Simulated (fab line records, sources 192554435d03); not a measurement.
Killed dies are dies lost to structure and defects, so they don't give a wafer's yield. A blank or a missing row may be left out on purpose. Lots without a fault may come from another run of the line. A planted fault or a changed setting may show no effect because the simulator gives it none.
Chamber matching | flow n5_finfet | N5_BEOL_M7_CMP_52 on cmp-01: 4 sister chambers
The step polishes, stops on SiCOH lowk, t overpolish 6.9 s, target thk 80 nm. 22 wafers are shown with their chamber, then 11 later ones without.

WAFERS WITH THEIR CHAMBER
wafer  | chamber | motor_current_A (A) | barrier_field_endpoint_s (s) | time_to_endpoint_s (s)
L074.2 | 0       | 6.6                 | 29.3                         | 66
L074.5 | 0       | 7.5                 | 30.1                         | 65
L074.6 | 3       | 5.9                 | 29.1                         | 62
L076.2 | 1       | 6.0                 | 28.9                         | 60
L076.4 | 2       | 6.7                 | 28.5                         | 60
L076.5 | 1       | 6.0                 | 29.7                         | 65
L077.4 | 2       | 6.6                 | 27.7                         | 56
L077.5 | 2       | 6.5                 | 28.2                         | 57
L077.6 | 1       | 6.1                 | 28.8                         | 61
L081.2 | 3       | 5.7                 | 29.0                         | 62
L081.5 | 1       | 6.0                 | 29.9                         | 65
L081.6 | 0       | 7.4                 | 30.5                         | 65
L078.1 | 2       | 6.7                 | 27.5                         | 55
L078.4 | 3       | 6.0                 | 28.3                         | 59
L078.6 | 0       | 7.0                 | 29.2                         | 62
L084.1 | 3       | 5.8                 | 28.5                         | 62
L084.3 | 0       | 7.3                 | 29.2                         | 67
L084.5 | 2       | 6.6                 | 27.9                         | 60
L086.1 | 2       | 6.2                 | 28.3                         | 60
L086.4 | 0       | 7.2                 | 28.9                         | 63
L086.5 | 1       | 6.0                 | 29.2                         | 67
L090.1 | 2       | 7.0                 | 27.5                         | 52

SIGNATURES (means of the wafers above)
reading                  | chamber 0 | chamber 1 | chamber 2 | chamber 3 | scatter within a chamber
motor_current_A          | 7.167     | 6.020     | 6.614     | 5.850     | 0.229
barrier_field_endpoint_s | 29.533    | 29.300    | 27.943    | 28.725    | 0.488
time_to_endpoint_s       | 64.67     | 63.60     | 57.14     | 61.25     | 2.54
Rule: a wafer's distance from a chamber is the root of the sum, over the readings, of the square of ((its reading less the chamber's mean) divided by the reading's scatter). The wafer belongs to the nearest chamber; if the next one is less than 2 further off, it can't be placed. The scatter: the root of (the sum of the squares of (reading less its chamber's mean) over the shown wafers, divided by (wafers less chambers)).

WAFERS WITHOUT THEIR CHAMBER
wafer  | motor_current_A (A) | barrier_field_endpoint_s (s) | time_to_endpoint_s (s)
L090.2 | 7.1                 | 28.6                         | 60
L090.5 | 5.4                 | 28.7                         | 57
L095.2 | 6.0                 | 30.0                         | 66
L095.4 | 5.9                 | 29.1                         | 59
L095.5 | 6.2                 | 28.9                         | 60
L096.1 | 6.2                 | 27.8                         | 59
L096.5 | 6.5                 | 28.4                         | 58
L096.6 | 5.7                 | 29.5                         | 64
L097.1 | 6.6                 | 28.5                         | 60
L097.2 | 5.7                 | 27.7                         | 59
L097.3 | 5.9                 | 29.2                         | 66

WHICH CHAMBER EACH WENT THROUGH
wafer  | from the rows above          | in truth
L090.2 | can't be placed: 0 or 2      | 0
L090.5 | can't be placed: 3 or 1      | 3
L095.2 | can't be placed: 1 or 3      | 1
L095.4 | can't be placed: 3 or 1      | 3
L095.5 | can't be placed: 3 or 1 or 2 | 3
L096.1 | can't be placed: 2 or 3 or 1 | 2
L096.5 | 2                            | 2
L096.6 | can't be placed: 1 or 3      | 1
L097.1 | can't be placed: 2 or 1 or 3 | 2
L097.2 | can't be placed: 3 or 1 or 2 | 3
L097.3 | can't be placed: 1 or 3      | 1
Placed correctly: 1 of 11. Can't be placed from these rows: 10 (the true chamber is among the candidates in 10). Placed wrongly: 0.
